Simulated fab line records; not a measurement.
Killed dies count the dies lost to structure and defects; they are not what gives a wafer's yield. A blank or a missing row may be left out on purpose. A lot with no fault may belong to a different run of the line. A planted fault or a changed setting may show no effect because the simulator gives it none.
Comparing a struck lot with a sound one / flow nandHarc / 20 steps out of a route of 1302
Sound: these wafers, L461.1, L461.2, L461.3. Struck: wafer L470.4 (left out: L470.3, L470.5 of the same lot, which were not struck); the cause appears at the end.
Per side, at each step with rows, come the tool, then ch with its chambers, and then its first start. Under that, the readings that differ: sound wafers / struck wafers / difference of the means / sigmas: that difference in standard deviations of wafers without a fault.
alike: words and numbers the same on both sides, and readings whose means are apart by under 2 such deviations; not compared: readings that were withheld, readings missing a value for some wafer, numbers with overlapping values and no deviation given by the record, and bounds like >300 which may hide the same value.
Wherever a step has rows on one side only, a row that says differs or no value, or a row with sigmas, the two part there. When numbers do not overlap yet have no deviation, they are printed without sigmas and do not part them. A reading missing from all wafers of one side parts the sides only when that side holds two or more wafers.

NHARC_P_ZERO_WELL_CD_MEAS_37: target cd 720 nm.
  sound on cdSem-01 ch 0, day 7 00:07; struck on cdSem-01 ch 0, day 10 18:50
reading=cdNm (nm); sound=716.1 718.3 718.2; struck=722.2; difference=+4.7; sigmas=+2
then, 1 step without rows for these wafers: NHARC_P_ZERO_WELL_HARDBAKE_38 (time 80 s).
NHARC_P_ZERO_WELL_DESCUM_39: chemistry O2, time 3 s.
  sound on rieDiel-11 ch 1,2,3, day 7 00:16; struck on rieDiel-10 ch 2, day 10 19:01
reading=rfHoursCounterH (h); sound=12 13 11; struck=52; difference=+40; sigmas=
  alike: chamberPressureMTorr, drypumpMotorCurrentA, oesProductAu, rfVppV, showerheadPlenumPTorr, throttleValvePct
then, 9 steps without rows for these wafers: NHARC_P_ZERO_WELL_IMPLANT_40; NHARC_P_ZERO_WELL_IMPLANT_59; NHARC_P_ZERO_WELL_IMPLANT_60; NHARC_P_ZERO_WELL_STRIP_41 (strips in SPM, time 840 s); NHARC_P_ZERO_WELL_DEHYDRATE_44 (time 120 s); NHARC_P_ZERO_WELL_HMDS_45 (time 30 s); NHARC_P_ZERO_WELL_COAT_46; NHARC_P_ZERO_WELL_SOFTBAKE_47 (time 95 s); NHARC_P_ZERO_WELL_EBR_48.
NHARC_P_ZERO_WELL_EXPOSE_49: exposes mask P HVPW, target cd 2000 nm.
  sound on krfScanner-02 ch 0, day 7 01:35; struck on krfScanner-02 ch 0, day 10 20:12
  alike: mask, reticleTempC
then, 2 steps without rows for these wafers: NHARC_P_ZERO_WELL_PEB_50 (peb time 85 s); NHARC_P_ZERO_WELL_DEVELOP_51 (time 70 s).
NHARC_P_ZERO_WELL_CD_MEAS_52: target cd 2000 nm.
  sound on cdSem-01 ch 0, day 7 01:45; struck on cdSem-01 ch 0, day 10 20:21
reading=cdNm (nm); sound=1997.1 1997.7 1998.5; struck=2046.8; difference=+49.0; sigmas=+31
then, 1 step without rows for these wafers: NHARC_P_ZERO_WELL_HARDBAKE_53 (time 80 s).
NHARC_P_ZERO_WELL_DESCUM_54: chemistry O2, time 3 s.
  sound on rieDiel-02 ch 1,2,3, day 7 01:55; struck on rieDiel-02 ch 1, day 10 20:31
reading=rfHoursCounterH (h); sound=37 41 29; struck=3; difference=-33; sigmas=
reading=model.P_ZERO_WELL.cdNm (nm); sound=1998 1997 1997; struck=2046; difference=+49; sigmas=
  alike: chamberPressureMTorr, drypumpMotorCurrentA, oesProductAu, rfVppV, showerheadPlenumPTorr, throttleValvePct
next, for these wafers, 1 step has no rows: NHARC_P_ZERO_WELL_IMPLANT_55.
NHARC_END_SORT_01:
  the record has rows for the sound wafers here (prober-01 ch 0, day 28 23:58) and none for the struck ones

## WHERE THEY PART
Last at NHARC_END_SORT_01 as far as this record goes, first at NHARC_P_ZERO_WELL_CD_MEAS_37.

WHY: whatever the simulator had introduced
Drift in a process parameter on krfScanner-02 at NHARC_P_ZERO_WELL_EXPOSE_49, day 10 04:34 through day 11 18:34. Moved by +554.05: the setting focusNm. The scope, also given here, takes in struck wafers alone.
